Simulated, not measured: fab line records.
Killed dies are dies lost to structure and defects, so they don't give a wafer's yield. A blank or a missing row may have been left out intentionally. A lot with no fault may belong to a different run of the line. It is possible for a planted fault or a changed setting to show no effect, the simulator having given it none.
2 desks looking at one fault + flow n5_finfet + what lay behind the numbers comes last; until then each desk has only its own

## THE DEFECT DESK
For each lot, the counts of the inspections along the route, averaged over the sampled wafers that have a number. If a lot's mean is further than 4 standard deviations from the usual mean, the lot is out of limits and carries the mark OUT (the distance appears in the brackets).
Columns: A = raw_defect_count at N5_PMOS_HMC_CHANNEL_EPI_INSPECT_30, usual 19; B = raw_defect_count at N5_FIN_SAQP_INSPECT_18, usual 471; C = raw_defect_count at N5_FIN_SAQP_INSPECT_40, usual 247; D = raw_defect_count at N5_FIN_CUT_INSPECT_10, usual 45
| lot  | first seen here | A                     | B               | C              | D             |
|------|-----------------|-----------------------|-----------------|----------------|---------------|
| L229 | day 4 02:37     | 887 (+99 or more) OUT | 1306 (+7.0) OUT | 1071 (+12) OUT | 897 (+71) OUT |
| L230 | day 4 08:22     | 866 (+99 or more) OUT | 1312 (+7.0) OUT | 1054 (+12) OUT | 885 (+70) OUT |
| L232 | day 4 20:38     | 11                    | 422             | 221            | 39            |
| L233 | day 5 03:16     | 24                    | 558             | 387            | 67            |
| L237 | day 6 03:35     | 23                    | 432             | 149            | 38            |
| L238 | day 6 08:36     | 27                    | 400             | 189            | 39            |
| L241 | day 7 02:42     | 15                    | 439             | 254            | 59            |
| L242 | day 7 08:58     | 13                    | 396             | 234            | 47            |
This desk's finding: out of limits on L229, L230; first on L229, day 4 02:37 (raw_defect_count at N5_PMOS_HMC_CHANNEL_EPI_INSPECT_30). L232, L233, L237, L238, L241, L242: within limits.

## FROM THE METROLOGY DESK
What the gauges read for every lot (on any tool): the sampled wafers with a number, averaged. If a lot's mean is further than 4 standard deviations from the usual mean, the lot is out of limits and carries the mark OUT (the distance appears in the brackets). Shown here are 7 of its 10 readings, the ones lying furthest out on some lot.
Columns: A = DIBL_N at N5_BEOL_M4_RC_MEAS_101, usual 36.6 mV/V; B = DIBL_P at N5_BEOL_M4_RC_MEAS_101, usual 36.7 mV/V; C = IOFF_P at N5_BEOL_M4_RC_MEAS_101, usual 0.22 nA/um; D = ION_N at N5_BEOL_M4_RC_MEAS_101, usual 672 uA/um; E = ION_P at N5_BEOL_M4_RC_MEAS_101, usual 462 uA/um; F = VT_N at N5_BEOL_M4_RC_MEAS_101, usual 250 mV; G = VT_P at N5_BEOL_M4_RC_MEAS_101, usual -250 mV
| lot  | first seen here | A    | B    | C    | D   | E   | F   | G    |
|------|-----------------|------|------|------|-----|-----|-----|------|
| L229 | day 11 09:17    | 36.7 | 37.4 | 0.22 | 673 | 463 | 250 | -250 |
| L230 | day 11 17:17    | 33.9 | 32.9 | 0.16 | 649 | 447 | 256 | -252 |
| L232 | day 11 17:41    | 38.1 | 36.4 | 0.26 | 665 | 463 | 251 | -247 |
| L233 | day 12 08:23    | 34.7 | 34.2 | 0.17 | 657 | 454 | 253 | -252 |
| L237 | day 13 05:08    | 36.2 | 38.1 | 0.24 | 675 | 465 | 247 | -247 |
| L238 | day 13 13:35    | 38.2 | 37.6 | 0.21 | 684 | 463 | 246 | -252 |
| L242 | day 14 07:49    | 38.3 | 37.6 | 0.27 | 685 | 467 | 247 | -244 |
| L241 | day 14 14:19    | 36.3 | 35.2 | 0.22 | 676 | 466 | 250 | -249 |
This desk's verdict: no lot among the 8 shows anything out of limits.

## PUT TOGETHER
The defect desk could have raised an alarm at day 4 02:37, on L229, L230.
From the metrology desk's view, nothing was out of limits.
The metrology desk holds a record of L229, L230, inside its limits.
All the named lots went through N5_PMOS_HMC_CHANNEL_EPI_PRECLEAN_24 on wet_bench-03.

## WHAT THE SIMULATOR HAD PUT IN
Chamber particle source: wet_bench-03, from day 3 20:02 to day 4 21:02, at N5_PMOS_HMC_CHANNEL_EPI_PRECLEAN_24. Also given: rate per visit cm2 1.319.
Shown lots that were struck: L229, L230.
Hours from the fault's start to each desk's first reading out of limits: the defect desk, 7.
